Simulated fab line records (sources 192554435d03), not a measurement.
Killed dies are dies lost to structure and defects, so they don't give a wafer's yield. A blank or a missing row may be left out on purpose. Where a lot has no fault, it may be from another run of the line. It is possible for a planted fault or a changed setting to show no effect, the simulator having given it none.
fab line records -- flow n5_finfet
[record] lots = 10, wafers = 28, last_day = 18
route steps=1938 shown BEOL_M15@1809 PASS1_DEP@1831 PASSIVATION@1936
lots that met no fault: from a run of the same line without faults
start_h: hours from the record's opening day to when the first of the lot's shown wafers began -- wait_h: time in hours since the lot's previous step -- " identical to the entry in the row above -- L1.1+2: a single row standing in for several wafers -- - no value, or no start was given -- * or withheld: withheld -- < > ~ a bound
route shown NAME@n: NAME is a module with steps in the file, n the number in the route of the first one -- usual: average and standard deviation across the fault-free wafers -- same: alike in all rows -- chamber/n: place in a boat -- sites: each site's reading -- _std_site: standard deviation of those values -- _edge_site: inner sites' mean taken away from outer sites' mean -- radius_mm: how far each site lies from the wafer's centre -- mask NAME#n: copy n -- behind: the tool/chamber that last shaped the wafer -- hold: what put the lot on hold/how long, in hours/how the hold closed -- device: names the non-switching transistor (n, p or np) -- end of line: the tests these same wafers got at the end of their route -- a step with no rows: only its recipe -- killed: dies lost to structure and defects at the first sort, not the wafer's yield -- map: a wafer's dies, marking killed ones x, the rest . and places with no die _
set.NAME: the setting as run; set.NAME@STEP: as run at that earlier step -- model.NAME: the simulator's own value behind a step, which no gauge read
steps of the route over a sample of lots; a table a step, a row a wafer
services: from which hour (start_h, from the record's first day; less than 0 if before it) a tool's chamber was out of use, for how many hours, and why
[[steps]]
[step N5_BEOL_M15_TRENCH_ETCH_34]
[recipe] chemistry = C4F8/O2/Ar, target = SiO2, target_depth_a = 8729.3, he_inner_torr = 15, he_outer_torr = 30, time_s = 199, ion_energy_ev = 800, pressure_mtorr = 20, source_w = 1905, bias_w = 2040, Ar_flow_sccm = 400, C4F8_flow_sccm = 16, O2_flow_sccm = 12
[usual] O2_flow_sccm = 12.00/0.036, drypump_motor_current_A = 5.5/0.42, mfc_ar_sccm = 400.1/1.2, oes_product_au = 0.80/0.076, rf_vpp_V = 2215/56, showerhead_plenum_p_Torr = 3.41/0.097, throttle_valve_pct = 30.89/0.27
lot.wafer,tool,chamber,start_h,wait_h,O2_flow_sccm,drypump_motor_current_A,mfc_ar_sccm,oes_product_au,rf_hours_counter_h,rf_vpp_V,showerhead_plenum_p_Torr,throttle_valve_pct
L449.1,rie_diel-05,1,253.31,0.0,11.97,5.8,397.8,0.80,114,2144,3.42,30.72
L449.2,rie_diel-05,0,253.31,0.0,11.95,5.1,398.1,0.75,144,2256,3.30,31.15
L449.3,rie_diel-05,2,253.31,0.0,12.03,5.9,401.2,0.81,83,2163,3.44,30.62
L451.1,rie_diel-05,3,256.10,0.0,12.04,5.7,399.1,0.67,239,2299,3.57,31.27
L451.4,rie_diel-05,1,256.10,0.0,12.02,5.8,399.2,0.80,114,2144,3.42,30.72
L451.6,rie_diel-05,1,256.10,0.0,12.04,5.8,399.5,0.80,-,2145,3.42,30.73
L458.4,rie_diel-05,1,314.23,0.0,11.97,5.8,400.6,0.78,131,2143,3.42,30.73
L458.6,rie_diel-05,0,314.23,0.0,11.98,5.1,400.4,0.73,-,2256,3.29,31.17
L455.1,rie_diel-06,1,315.30,0.0,11.97,6.3,401.1,0.81,70,2267,3.59,30.58
L455.3,rie_diel-06,2,315.30,0.0,12.03,5.6,401.9,0.72,168,2258,3.32,31.42
L455.6,rie_diel-06,3,315.30,0.0,12.03,4.8,400.6,0.81,-,2152,3.34,30.59
L463.1,rie_diel-05,3,342.07,0.0,12.01,5.7,400.0,0.97,11,2298,3.56,30.87
L463.3,rie_diel-05,1,342.07,0.0,12.01,5.8,401.1,0.78,140,2141,3.41,30.76
L463.5,rie_diel-05,1,342.07,0.0,12.02,5.8,401.0,0.78,-,2142,3.41,30.74
L465.1,rie_diel-05,0,346.35,0.0,11.99,5.1,400.0,0.73,174,2254,3.29,31.20
L465.5,rie_diel-05,3,346.35,0.0,11.99,5.7,400.0,0.96,-,2300,3.56,30.88
L465.6,rie_diel-05,2,346.35,0.0,11.98,5.8,399.2,0.79,-,2161,3.43,30.68
L464.1,rie_diel-05,1,350.87,0.0,11.98,5.8,401.3,0.78,143,2143,3.41,30.76
L464.2,rie_diel-05,0,350.87,0.0,11.97,5.1,398.7,0.73,175,2254,3.29,31.21
L464.6,rie_diel-05,1,350.87,0.0,11.99,5.8,401.3,0.77,-,2143,3.41,30.75
L468.2,rie_diel-06,0,375.28,0.0,11.98,5.0,400.7,0.89,24,2221,3.36,31.06
L468.4,rie_diel-06,3,375.28,0.0,12.00,4.8,400.2,0.79,93,2151,3.33,30.61
L468.5,rie_diel-06,1,375.28,0.0,11.99,6.3,401.3,0.80,-,2267,3.59,30.62
L466.1,rie_diel-06,0,384.81,0.0,12.02,5.0,400.2,0.89,27,2220,3.36,31.07
L466.5,rie_diel-06,1,384.81,0.0,12.00,6.3,400.8,0.80,-,2267,3.59,30.62
L471.1,rie_diel-04,2,402.26,0.0,11.99,5.2,402.1,0.80,104,2286,3.47,31.12
L471.5,rie_diel-04,2,402.26,0.0,11.91,5.2,402.1,0.80,-,2286,3.47,31.11
L471.6,rie_diel-04,3,402.26,0.0,12.02,4.8,398.9,0.86,-,2182,3.38,30.86
[step N5_BEOL_M15_STRIP_62]
[recipe] chemistry = O2, power_w = 600, temp_c = 60, pressure_mtorr = 30, rf_frequency_hz = 6e+07, bias_power_w = 0, overash_fraction = 0.3, o2_flow_sccm = 225
[usual] drypump_motor_current_A = 5.4/0.38, oes_product_au = 0.81/0.083, rf_vpp_V = 3.7/0.52, showerhead_plenum_p_Torr = 2.08/0.049, throttle_valve_pct = 16.72/0.27
lot.wafer,tool,chamber,start_h,wait_h,drypump_motor_current_A,oes_product_au,rf_hours_counter_h,rf_vpp_V,showerhead_plenum_p_Torr,throttle_valve_pct
L449.1,rie_diel-04,3,-,-,4.8,0.93,24,3.5,2.06,16.27
L449.2,rie_diel-04,2,-,-,5.2,0.85,57,3.0,2.14,16.75
L449.3,rie_diel-04,1,-,-,5.4,0.69,210,3.3,2.08,17.10
L451.1,rie_diel-04,0,-,-,5.6,0.90,39,4.4,2.05,16.79
L451.4,rie_diel-04,3,-,-,4.8,0.94,24,3.6,2.06,16.28
L451.6,rie_diel-04,1,-,-,5.4,0.70,-,4.0,2.08,17.08
L458.4,rie_diel-05,1,-,-,5.8,0.77,132,4.2,2.11,16.76
L458.6,rie_diel-05,0,-,-,5.1,0.74,-,2.9,2.01,16.96
L455.1,rie_diel-04,2,-,-,5.2,0.82,75,3.9,2.14,16.76
L455.3,rie_diel-04,0,-,-,5.6,0.87,53,3.5,2.04,16.84
L455.6,rie_diel-04,3,-,-,4.8,0.91,-,3.6,2.05,16.31
L463.1,rie_diel-05,3,-,-,5.7,0.96,11,3.8,2.13,16.26
L463.3,rie_diel-05,2,-,-,5.8,0.80,110,4.1,2.11,16.64
L463.5,rie_diel-05,1,-,-,5.8,0.78,-,3.9,2.11,16.80
L465.1,rie_diel-05,1,-,-,5.8,0.76,142,4.4,2.10,16.83
L465.5,rie_diel-05,1,-,-,5.8,0.76,-,3.7,2.10,16.80
L465.6,rie_diel-05,0,-,-,5.1,0.73,-,3.7,2.01,16.97
L464.1,rie_diel-04,1,-,-,5.3,0.68,238,3.5,2.07,17.14
L464.2,rie_diel-04,2,-,-,5.2,0.82,87,4.0,2.13,16.80
L464.6,rie_diel-04,1,-,-,5.4,0.68,-,3.6,2.07,17.14
L468.2,rie_diel-05,0,-,-,5.2,0.73,180,4.2,2.00,16.98
L468.4,rie_diel-05,1,-,-,5.8,0.77,149,3.5,2.10,16.83
L468.5,rie_diel-05,3,-,-,5.7,0.94,-,3.3,2.12,16.29
L466.1,rie_diel-06,3,-,-,4.8,0.80,96,3.8,2.00,16.25
L466.5,rie_diel-06,0,-,-,5.0,0.90,-,3.7,2.09,16.94
L471.1,rie_diel-04,3,-,-,4.8,0.87,71,3.7,2.04,16.37
L471.5,rie_diel-04,0,-,-,5.6,0.84,-,3.2,2.03,16.87
L471.6,rie_diel-04,3,-,-,4.8,0.86,-,3.7,2.04,16.37
[step N5_BEOL_M15_ANNEAL_48]
[recipe] temp_c = 225, time_s = 90, ambient = N2
[usual] wafer_temp_C_max = 226.0/0.37
lot.wafer,tool,chamber,start_h,wait_h,wafer_temp_C_max
L449.1,rtp_anneal-01,0,258.66,0.7,225.9
L449.2,rtp_anneal-01,0,258.66,0.7,225.9
L449.3,rtp_anneal-01,0,258.66,0.7,225.6
L451.1,rtp_anneal-02,0,259.45,0.7,226.6
L451.4,rtp_anneal-02,0,259.45,0.7,226.6
L451.6,rtp_anneal-02,0,259.45,0.7,226.4
L458.4,rtp_anneal-01,0,318.43,0.2,225.6
L458.6,rtp_anneal-01,0,318.43,0.2,225.9
L455.1,rtp_anneal-02,0,318.63,0.4,226.8
L455.3,rtp_anneal-02,0,318.63,0.4,226.5
L455.6,rtp_anneal-02,0,318.63,0.4,227.1
L463.1,rtp_anneal-02,0,345.76,0.2,225.9
L463.3,rtp_anneal-02,0,345.76,0.2,226.4
L463.5,rtp_anneal-02,0,345.76,0.2,226.1
L465.1,rtp_anneal-01,0,347.73,0.4,225.6
L465.5,rtp_anneal-01,0,347.73,0.4,225.7
L465.6,rtp_anneal-01,0,347.73,0.4,226.3
L464.1,rtp_anneal-01,0,355.60,0.4,225.7
L464.2,rtp_anneal-01,0,355.60,0.4,225.9
L464.6,rtp_anneal-01,0,355.60,0.4,225.8
L468.2,rtp_anneal-02,0,376.50,0.2,226.2
L468.4,rtp_anneal-02,0,376.50,0.2,226.1
L468.5,rtp_anneal-02,0,376.50,0.2,226.6
L466.1,rtp_anneal-01,0,389.96,0.4,226.0
L466.5,rtp_anneal-01,0,389.96,0.4,226.0
L471.1,rtp_anneal-01,0,406.18,0.2,225.5
L471.5,rtp_anneal-01,0,406.18,0.2,225.6
L471.6,rtp_anneal-01,0,406.18,0.2,225.7
[step N5_BEOL_M15_THK_MEAS_50]
[recipe] thk_meas_gauge = xrf, reads = Cu_of_BEOL_M15_ECD_47
[usual] M15_THK = 826/16
lot.wafer,tool,chamber,start_h,wait_h,M15_THK[nm]
L449.1,film_metro-02,-,259.25,-,832
L449.2,film_metro-02,-,259.25,-,805
L449.3,film_metro-02,-,259.25,-,828
L451.1,film_metro-02,-,260.32,-,818
L451.4,film_metro-02,-,260.32,-,846
L451.6,film_metro-02,-,260.32,-,839
L458.4,film_metro-01,-,318.89,-,826
L458.6,film_metro-01,-,318.89,-,819
L455.1,film_metro-01,-,319.23,-,801
L455.3,film_metro-01,-,319.23,-,793
L455.6,film_metro-01,-,319.23,-,802
L463.1,film_metro-02,-,346.35,-,909
L463.3,film_metro-02,-,346.35,-,847
L463.5,film_metro-02,-,346.35,-,901
L465.1,film_metro-01,-,348.32,-,875
L465.5,film_metro-01,-,348.32,-,912
L465.6,film_metro-01,-,348.32,-,838
L464.1,film_metro-01,-,356.19,-,899
L464.2,film_metro-01,-,356.19,-,820
L464.6,film_metro-01,-,356.19,-,836
L468.2,film_metro-02,-,377.04,-,821
L468.4,film_metro-02,-,377.04,-,821
L468.5,film_metro-02,-,377.04,-,833
L466.1,film_metro-01,-,390.57,-,820
L466.5,film_metro-01,-,390.57,-,820
L471.1,film_metro-01,-,406.90,-,804
L471.5,film_metro-01,-,406.90,-,814
L471.6,film_metro-01,-,406.90,-,850
[step N5_BEOL_M15_RS_MEAS_54]
[recipe] thk_meas_gauge = four-point-probe, reads = Cu_of_BEOL_M15_ECD_47+Ta_of_BEOL_M15_SPUTTER_44+TaN_of_BEOL_M15_SPUTTER_43
[usual] M15_RS = 0.0217/0.00039
lot.wafer,tool,chamber,start_h,wait_h,M15_RS[ohm/sq]
L449.1,film_metro-02,-,259.38,0.0,0.0215
L449.2,film_metro-02,-,259.38,0.0,0.0223
L449.3,film_metro-02,-,259.38,0.0,0.0217
L451.1,film_metro-02,-,260.44,0.0,0.0219
L451.4,film_metro-02,-,260.44,0.0,0.0212
L451.6,film_metro-02,-,260.44,0.0,0.0215
L458.4,film_metro-01,-,319.02,0.0,0.0217
L458.6,film_metro-01,-,319.02,0.0,0.0218
L455.1,film_metro-01,-,319.36,0.0,0.0221
L455.3,film_metro-01,-,319.36,0.0,0.0222
L455.6,film_metro-01,-,319.36,0.0,0.0220
L463.1,film_metro-01,-,346.48,0.0,0.0199
L463.3,film_metro-01,-,346.48,0.0,0.0213
L463.5,film_metro-01,-,346.48,0.0,0.0200
L465.1,film_metro-02,-,348.45,0.0,0.0207
L465.5,film_metro-02,-,348.45,0.0,0.0199
L465.6,film_metro-02,-,348.45,0.0,0.0216
L464.1,film_metro-02,-,356.32,0.0,0.0199
L464.2,film_metro-02,-,356.32,0.0,0.0220
L464.6,film_metro-02,-,356.32,0.0,0.0215
L468.2,film_metro-01,-,377.17,0.1,0.0221
L468.4,film_metro-01,-,377.17,0.1,0.0220
L468.5,film_metro-01,-,377.17,0.1,0.0218
L466.1,film_metro-01,-,390.70,0.0,0.0217
L466.5,film_metro-01,-,390.70,0.0,0.0216
L471.1,film_metro-01,-,407.04,0.1,0.0221
L471.5,film_metro-01,-,407.04,0.1,0.0221
L471.6,film_metro-01,-,407.04,0.1,0.0209
[step N5_PASSIVATION_PECVD_00]
[recipe] material = SiO2, target_thk_a = 2000, temp_c = 400, precursor = SiH4/N2O, pressure_torr = 2.7, rf_w = 608, time_s = 11.2
[usual] heater_power_w = 700/140, showerhead_plenum_p_Torr = 8.14/0.088, throttle_valve_pct = 53/3.8
lot.wafer,tool,chamber,start_h,wait_h,heater_power_w,showerhead_plenum_p_Torr,throttle_valve_pct
L449.1,pecvd-02,1,260.39,0.8,599,8.16,55
L449.2,pecvd-02,2,260.39,0.8,526,8.31,47
L449.3,pecvd-02,0,260.39,0.8,519,8.13,52
L451.1,pecvd-03,0,261.47,0.8,755,8.04,53
L451.4,pecvd-03,1,261.47,0.8,489,8.14,58
L451.6,pecvd-03,2,261.47,0.8,590,8.03,50
L458.4,pecvd-04,1,320.05,0.4,848,8.02,57
L458.6,pecvd-04,0,320.05,0.4,911,8.17,57
L455.1,pecvd-04,2,320.38,0.8,745,8.14,49
L455.3,pecvd-04,1,320.38,0.8,828,8.02,57
L455.6,pecvd-04,2,320.38,0.8,788,8.14,49
L463.1,pecvd-02,2,347.50,0.8,536,8.33,47
L463.3,pecvd-02,0,347.50,0.8,498,8.13,53
L463.5,pecvd-02,0,347.50,0.8,530,8.18,53
L465.1,pecvd-04,2,349.46,0.8,772,8.13,49
L465.5,pecvd-04,1,349.46,0.8,729,8.03,57
L465.6,pecvd-04,2,349.46,0.8,799,8.16,49
L464.1,pecvd-04,1,357.33,0.8,815,8.03,56
L464.2,pecvd-04,2,357.33,0.8,820,8.13,49
L464.6,pecvd-04,2,357.33,0.8,840,8.14,49
L468.2,pecvd-02,1,378.18,0.7,693,8.13,55
L468.4,pecvd-02,0,378.18,0.7,505,8.15,53
L468.5,pecvd-02,2,378.18,0.7,560,8.32,47
L466.1,pecvd-04,0,391.71,0.8,769,8.19,58
L466.5,pecvd-04,2,391.71,0.8,739,8.14,50
L471.1,pecvd-04,2,408.05,0.8,768,8.13,50
L471.5,pecvd-04,2,408.05,0.8,776,8.14,50
L471.6,pecvd-04,0,408.05,0.8,881,8.18,58
[step N5_PASSIVATION_PROBE_49]
[usual] defect_limited_yield = 91.5/1.5, killed_at_M0_to_M3 = 33/9.9, killed_at_M4_up = 14/5.2, killed_at_contacts = 11/5.2, killed_at_front_end = 38/10, killed_at_other = 4/3.5, killed_dies = 100/18, killed_on_rim = 13/4.1, killed_open = 66/14, killed_short = 32/6.9, sort_bin_5_function = 5.0/1, sort_bin_6_memory = 3.1/0.69, sort_n_pass = 1080/18, sort_yield_pct = 91.5/1.5
[same] gross_dies = 1180, killed_at_back_side = 0, sort_bin_4_leakage[%] = 0, sort_bin_8_speed[%] = 0
lot.wafer,tool,chamber,start_h,wait_h,defect_limited_yield[%],killed_at_M0_to_M3,killed_at_M4_up,killed_at_contacts,killed_at_front_end,killed_at_other,killed_dies,killed_on_rim,killed_open,killed_short,sort_bin_5_function[%],sort_bin_6_memory[%],sort_n_pass,sort_yield_pct[%]
L465.1,prober-01,-,365.22,0.0,92.5,20,11,15,42,1,89,11,48,40,4.5,2.7,1091,92.5
L465.5,prober-01,-,365.42,0.2,93.1,26,10,7,33,5,81,12,56,24,3.6,3.0,1099,93.1
L465.6,prober-01,-,365.47,0.3,92.6,21,13,20,28,5,87,12,59,26,4.2,2.9,1093,92.6
// killed by level:class
L465.1 MOL_CONTACT_COAG:geometric_particle:open=12 FIN_SAQP:geometric_particle:short=11 STI_FIN_REVEAL:geometric_particle:open=7 GATE_CUT:geometric_particle:short=5 STARTING-WAFER:geometric_particle:open=5 DUMMY_GATE:geometric_particle:open=4 DUMMY_GATE:geometric_particle:short=4 BEOL_M0_SAQP:geometric_particle:open=4
L465.5 FIN_SAQP:geometric_particle:open=9 BEOL_M4:geometric_particle:open=7 BEOL_M2:geometric_particle:short=6 BEOL_M3:geometric_particle:open=6 DUMMY_GATE:geometric_particle:open=5 MOL_CONTACT_COAG:geometric_particle:open=5 BEOL_M0_SAQP:geometric_particle:open=5 STI_FIN_REVEAL:geometric_particle:open=4
L465.6 MOL_CONTACT_COAG:geometric_particle:open=14 BEOL_M1:geometric_particle:open=6 BEOL_M0_SAQP:geometric_particle:short=5 BEOL_M4:geometric_particle:open=5 STARTING-WAFER:geometric_particle:open=5 FIN_SAQP:geometric_particle:open=4 STI_FIN_REVEAL:geometric_particle:open=4 DUMMY_GATE:geometric_particle:open=4
[[services]]
tool,chamber,start_h,hours,kind
pecvd-04,-,242.28,1.9,repair
pecvd-04,-,254.34,14.9,repair
rie_diel-05,2,268.41,8.9,repair
pecvd-02,0,269.66,11.3,repair
pecvd-03,-,270.66,0.8,pm
pecvd-03,-,278.96,2.8,pm
rie_diel-04,0,281.69,8.8,repair
pecvd-02,1,291.40,27.1,repair
rie_diel-05,3,295.09,-,clean
rie_diel-05,3,295.09,-,consumable_replace:focus_ring
rie_diel-05,3,295.09,17.3,scheduled_down
rie_diel-05,3,295.09,17.3,vent_cycle
rie_diel-06,3,296.55,2.8,repair
pecvd-04,2,298.62,3.8,repair
pecvd-02,-,301.70,28.1,pm
rie_diel-05,1,307.24,4.8,repair
rie_diel-06,1,338.64,6.6,repair
rie_diel-04,0,351.31,15.8,repair
rie_diel-06,0,367.43,7.2,repair
rie_diel-06,3,369.77,1.9,repair
pecvd-02,-,378.71,0.6,repair
rie_diel-04,1,388.08,15.1,repair
pecvd-04,0,394.81,9.0,repair
pecvd-02,-,401.37,1.5,repair
[[key]]
[first_sign] step = N5_BEOL_M15_THK_MEAS_50, reading = M15_THK, direction = up, sigmas = 4.7, usual = 826, struck = 899
[effect] step = N5_BEOL_M15_RS_MEAS_54, reading = M15_RS, direction = down, sigmas = 4.2, usual = 0.0217, struck = 0.0201
met_at N5_BEOL_M15_TRENCH_ETCH_34
struck_lots L463,L464,L465
struck_wafers L463.1,L463.5,L464.1,L465.1,L465.5
not_acting_at N5_BEOL_M15_STRIP_62,N5_BEOL_M15_ANNEAL_48,N5_PASSIVATION_PECVD_00
onset_between 314.23 342.07
[fault] kind = process_parameter_drift, tool = rie_diel-05, chamber = -, onset_h = 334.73, steps = N5_BEOL_M15_TRENCH_ETCH_34, channel = time_s, offset = *, shape = step, end_h = 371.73, scope = struck_wafers_only, acts_in = *, stated = *
